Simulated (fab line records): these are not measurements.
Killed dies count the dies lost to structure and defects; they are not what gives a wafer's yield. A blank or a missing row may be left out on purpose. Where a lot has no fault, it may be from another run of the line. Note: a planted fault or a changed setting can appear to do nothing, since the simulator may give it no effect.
Struck lot and sound lot, side by side / flow n5Finfet / 39 out of 1938 route steps
Sound: the wafers L446.1, L446.3, L446.6. Wafers struck: L440.4, L440.5, L440.6. The cause is named last.
Order at every step that has rows: each side's tool, ch and its chambers, its first start. Under that, the readings that differ: sound wafers / struck wafers / difference of the means / sigmas: that difference in standard deviations of wafers without a fault.
alike: readings with means less than 2 such deviations apart, plus words and numbers identical on both sides. not compared: withheld readings, readings lacking a value on some wafer, bounds such as >300 that could conceal the same value, and numbers that have no deviation in the record and whose values overlap.
The two part at a step that has a row with sigmas, a row that says differs or no value, or rows on one side only. When numbers do not overlap yet have no deviation, they are printed without sigmas and do not part them. A reading that every wafer of one side lacks parts them only if that side has two wafers or more.

first, 10 steps without rows for these wafers: N5_DUMMY_REMOVAL_HM_STRIP_01 (strips SiNx in CH3F/O2, stops on poly-Si, target depth 4 nm, time 6.8 s); N5_DUMMY_REMOVAL_STRIP_10 (strips in N2/H2, time 40 s); N5_DUMMY_REMOVAL_PRECLEAN_07 (cleans in dHF, time 30 s); N5_DUMMY_REMOVAL_DUMMY_REMOVE_02 (chemistry TMAH, target poly-Si, stops on SiO2, target depth 142 nm, time 57 s, rinse time 30 s); N5_DUMMY_REMOVAL_PRECLEAN_08 (cleans in NF3:NH3, afs cycles 2, time 20 s, sublimation time 60 s); N5_DUMMY_REMOVAL_PRECLEAN_04 (cleans in DHF, time 37 s); N5_DUMMY_REMOVAL_SRD_05 (time 30 s); N5_HKMG_FIN_IL_REGROW_00 (material SiO2, chemistry O3, target thk 0.75 nm, time 30 s); N5_HKMG_FIN_HK_ALD_01 (deposits HfO2, target thk 1.6 nm, pulse time 3 s, purge time 3 s); N5_HKMG_FIN_HK_ANNEAL_02 (time 30 s).
N5_HKMG_FIN_ALD_74: deposits La2O3, target thk 0.5 nm, pulse time 6 s, co reactant pulse time 1 s.
  sound on aldHk-01 ch 0,3, day 10 01:30; struck on aldHk-02 ch 1,2,3, day 8 11:55
  no value came back on the struck wafers for any of 5 readings (coReactantPulseTimeS (s), coReactantPurgeTimeS (s) and others); on the sound wafers coReactantPulseTimeS (s) reads 1 1 1
then, 26 steps without rows for these wafers: N5_HKMG_FIN_ALD_75 (deposits Al2O3, target thk 1 nm, co reactant pulse time 1 s); N5_HKMG_FIN_COAT_41 (time 60 s, resist thk 300 nm); N5_HKMG_FIN_COAT_42 (time 60 s, resist thk 35 nm); N5_HKMG_FIN_COAT_43 (resist thk 90 nm); N5_HKMG_FIN_EBR_45; N5_HKMG_FIN_SOFTBAKE_44 (time 60 s); N5_HKMG_FIN_EXPOSE_46 (exposes mask NDIPOLE); N5_HKMG_FIN_PEB_47 (peb time 60 s); N5_HKMG_FIN_DEVELOP_48 (develop time 30 s); N5_HKMG_FIN_DESCUM_53 (chemistry O2, time 7.9 s); N5_HKMG_FIN_ETCH_54 (etches SiARC in CF4, target depth 45.5 nm, time 75.8 s); N5_HKMG_FIN_ETCH_55 (etches SOC in N2/H2, target depth 240 nm, time 300 s); N5_HKMG_FIN_STRIP_56 (strips in N2/H2); N5_HKMG_FIN_STRIP_57 (strips in CF4); N5_HKMG_FIN_ETCH_58 (etches SOC in N2/H2, target depth 215.8 nm, time 741 s); N5_HKMG_FIN_STRIP_93 (strips SOC in N2/H2, time 20 s); N5_HKMG_FIN_WET_ETCH_76 (etches Al2O3 in dNH4OH, stops on La2O3, target depth 2.25 nm, rinse time 30 s); N5_HKMG_FIN_STRIP_60 (strips in N2/H2, time 360 s); N5_HKMG_FIN_WET_ETCH_77 (etches La2O3 in dHCl, stops on HfO2, target depth 2 nm); N5_HKMG_FIN_WET_ETCH_78 (etches Al2O3 in dNH4OH, stops on La2O3, target depth 4.5 nm, rinse time 30 s); N5_HKMG_FIN_ALD_79 (deposits TiN, target thk 1.5 nm, pulse time 1 s, purge time 3 s); N5_HKMG_FIN_CVD_62 (deposits a-Si from Si2H6, target thk 3 nm, time 20.8 s); N5_HKMG_FIN_RTA_80 (time 2 s); N5_HKMG_FIN_PRECLEAN_64 (cleans in dHF, time 30 s); N5_HKMG_FIN_WET_ETCH_65 (etches a-Si in TMAH, stops on TiN, time 49 s, target depth 3 nm); N5_HKMG_FIN_WET_ETCH_81 (etches TiN in SC1, stops on HfO2, time 57 s, target depth 6 nm).
-- here the record skips 4 days between the struck wafers' starts before and after, leaving off in module HKMG_FIN and picking up in module BEOL_M4 (first step shown: number 1111 of the route) --
N5_BEOL_M4_RC_MEAS_101:
  sound on prober-01 ch 0, day 13 23:21; struck on prober-01 ch 0, day 12 21:39
reading=IOFF_P (nA/um); sound=0.18 0.22 0.25; struck=37.39 43.68 33.27; difference=+37.90; sigmas=+99 or more
reading=IOFF_P_85C (nA/um); sound=3.2 3.8 4.3; struck=278.4 320.0 252.6; difference=+279.9; sigmas=+99 or more
reading=IOFF_P_LIN (nA/um); sound=0.089 0.101 0.113; struck=17.936 20.311 16.553; difference=+18.166; sigmas=+99 or more
reading=IOFF_P_LONG (nA/um); sound=9.7e-05 9.9e-05 9.7e-05; struck=0.016944 0.016818 0.017105; difference=+0.016858; sigmas=+99 or more
reading=ION_P (uA/um); sound=453 453 465; struck=654 666 659; difference=+203; sigmas=+29
reading=VT_N_LVT (mV); sound=97 95 93; struck=255 249 256; difference=+158; sigmas=+51
reading=VT_P (mV); sound=-253.6 -250.3 -248.4; struck=-101.8 -99.9 -103.1; difference=+149.2; sigmas=+53
reading=VT_P_LONG (mV); sound=-279 -278 -278; struck=-128 -129 -129; difference=+150; sigmas=+47
  alike: DIBL_N, DIBL_P, IOFF_N, ION_N, SS_N, SS_P, VT_N
-- here the record skips 4 days between the struck wafers' starts before and after, leaving off in module BEOL_M4 and picking up in module PASSIVATION (first step shown: number 1936 of the route) --
N5_PASSIVATION_PROBE_49:
  sound: prober-01 at day 18 07:49; struck: prober-02 at day 17 04:32
reading=sort_bin_4_leakage (%); sound=0 0 0; struck=93.05 90.68 91.19; difference=+91.64; sigmas=
reading=sortNPass; sound=1056 1031 1065; struck=0 0 0; difference=-1051; sigmas=-58
reading=sortYieldPct (%); sound=89.5 87.4 90.3; struck=0 0 0; difference=-89; sigmas=-59
  alike: defectLimitedYield, killed_at_M0_to_M3, killed_at_M4_up, killedAtContacts, killedAtFrontEnd, killedAtOther, killedDies, killedOpen, killedShort, sort_bin_5_function, sort_bin_6_memory

## WHERE THEY PART
First at N5_HKMG_FIN_ALD_74; last, within this record, at N5_PASSIVATION_PROBE_49.

WHY: whatever the simulator had introduced
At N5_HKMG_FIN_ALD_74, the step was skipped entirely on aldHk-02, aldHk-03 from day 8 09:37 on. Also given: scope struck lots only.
